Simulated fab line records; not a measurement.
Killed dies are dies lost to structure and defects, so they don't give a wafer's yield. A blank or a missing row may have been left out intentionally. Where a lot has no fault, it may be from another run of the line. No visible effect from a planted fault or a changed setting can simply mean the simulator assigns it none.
A struck lot beside a sound one || flow n5_finfet || 24 out of 1938 route steps
Sound: the wafers L378.1, L378.2, L378.3. The struck wafers were L372.4, L372.5. At the end, the cause is stated.
Order at every step that has rows: each side's tool, ch and its chambers, its first start. Under that, the readings that differ: sound wafers || struck wafers || difference of the means || sigmas: that difference in standard deviations of wafers without a fault.
alike: words and numbers the same on both sides, and readings whose means are apart by under 2 such deviations; not compared: readings that were withheld, readings missing a value for some wafer, numbers with overlapping values and no deviation given by the record, and bounds like >300 which may hide the same value.
A row with sigmas, a row that says differs or no value, or rows on one side alone: a step with any of these is where the two part. Numbers that have no deviation but don't overlap get no sigmas and don't part them. A reading missing from all wafers of one side parts the sides only when that side holds two or more wafers.

first, 10 steps without rows for these wafers: N5_SD_EPI_N_PRECLEAN_24 (cleans in O3/DIW, time 60 s); N5_SD_EPI_N_SRD_25 (time 30 s); N5_SD_EPI_N_PRECLEAN_49 (cleans in NF3:NH3, afs cycles 1, time 20 s, sublimation time 60 s); N5_SD_EPI_N_LINER_46 (material SiNx, target thk 3 nm); N5_SD_EPI_P_COAT_34 (time 60 s, resist thk 350 nm); N5_SD_EPI_P_COAT_35 (time 60 s, resist thk 35 nm); N5_SD_EPI_P_COAT_03 (resist thk 150 nm); N5_SD_EPI_P_EBR_05; N5_SD_EPI_P_SOFTBAKE_04 (time 60 s); N5_SD_EPI_P_EXPOSE_06 (exposes mask SD P BLK, target cd 240 nm).
N5_SD_EPI_P_PEB_07: peb time 60 s.
  sound on litho_track-05 ch 0, day 8 23:32; struck on litho_track-03 ch 0, day 7 14:47
{"reading": "heater_power_total_W (W)", "sound": "173.0 174.3 175.0", "struck": "183.0 185.1", "difference": "+10.0", "sigmas": "+6"}
then, 1 step without rows for these wafers: N5_SD_EPI_P_DEVELOP_08 (develop time 30 s).
N5_SD_EPI_P_CD_MEAS_09 targets a cd of 240 nm.
  sound on cd_sem-01 ch 0, day 8 23:37; struck on cd_sem-02 ch 0, day 7 14:52
{"reading": "cd_nm (nm)", "sound": "239.8 240.0 240.4", "struck": "237.7 237.0", "difference": -2.7, "sigmas": -4}
N5_SD_EPI_P_DESCUM_14: chemistry O2, time 7.9 s.
  sound on rie_diel-04 ch 1,2,3, day 8 23:42; struck on rie_diel-02 ch 1,2, day 7 15:10
{"reading": "model.SD_EPI_P.cd_nm (nm)", "sound": "240.2 240 240", "struck": "237.8 237.4", "difference": -2.5, "sigmas": ""}
  alike: drypump_motor_current_A, oes_product_au, rf_vpp_V, showerhead_plenum_p_Torr, throttle_valve_pct
  not compared: rf_hours_counter_h
then, 7 steps without rows for these wafers: N5_SD_EPI_P_ETCH_36 (etches SiARC in CF4, target depth 45.5 nm, time 75.8 s); N5_SD_EPI_P_ETCH_37 (etches SOC in N2/H2, overetch 108 nm, time 486 s); N5_SD_EPI_P_STRIP_38 (strips in N2/H2); N5_SD_EPI_P_ETCHBACK_46 (etches SiNx in CH3F/O2, stops on SiO2, target depth 17.5 nm); N5_SD_EPI_P_ETCH_47 (etches SiOCN in CH3F/O2, target depth 25 nm); N5_SD_EPI_P_ETCH_16 (etches SiO2 in CHF3/O2, target depth 5 nm); N5_SD_EPI_P_STRIP_50 (strips in CHF3/O2).
N5_SD_EPI_P_SD_RECESS_17: chemistry HBr/Cl2/O2, target depth 39.1 nm, bt time 3 s.
  sound on rie_si-03 ch 0,1,2, day 9 00:23; struck on rie_si-03 ch 2, day 7 15:51
{"reading": "model.SD_EPI_P.cd_nm (nm)", "sound": "241 239.6 239.6", "struck": "237.4 237.8", "difference": -2.5, "sigmas": ""}
  alike: drypump_motor_current_A, oes_product_au, throttle_valve_pct
  not compared: rf_hours_counter_h
then, 1 step without rows for these wafers: N5_SD_EPI_P_WET_ETCH_45 (etches SiO2 in dHF, time 10.7 s, target depth 2 nm, rinse time 30 s).
-- here the record skips 5 days between the struck wafers' starts before and after, leaving off in module SD_EPI_P and picking up in module BEOL_M4 (first step shown: number 1111 of the route) --
N5_BEOL_M4_RC_MEAS_101:
  sound on prober-01 ch 0, day 13 19:11; struck on prober-01 ch 0, day 12 16:26
{"reading": "IOFF_P (nA/um)", "sound": "0.181 0.182 0.186", "struck": "0.237 0.263", "difference": "+0.067", "sigmas": "+2"}
{"reading": "SS_P (mV/dec)", "sound": "72.0 72.3 72.7", "struck": "73.1 74.4", "difference": "+1.4", "sigmas": "+3"}
  alike: DIBL_N, DIBL_P, IOFF_N, ION_N, ION_P, SS_N, VT_N, VT_P

== WHERE THEY PART ==
Earliest at N5_SD_EPI_P_PEB_07; latest, in this record, at N5_BEOL_M4_RC_MEAS_101.

WHY: whatever the simulator had introduced
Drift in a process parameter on litho_track-03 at N5_SD_EPI_P_PEB_07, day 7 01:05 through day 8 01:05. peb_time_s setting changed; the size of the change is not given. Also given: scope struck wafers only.
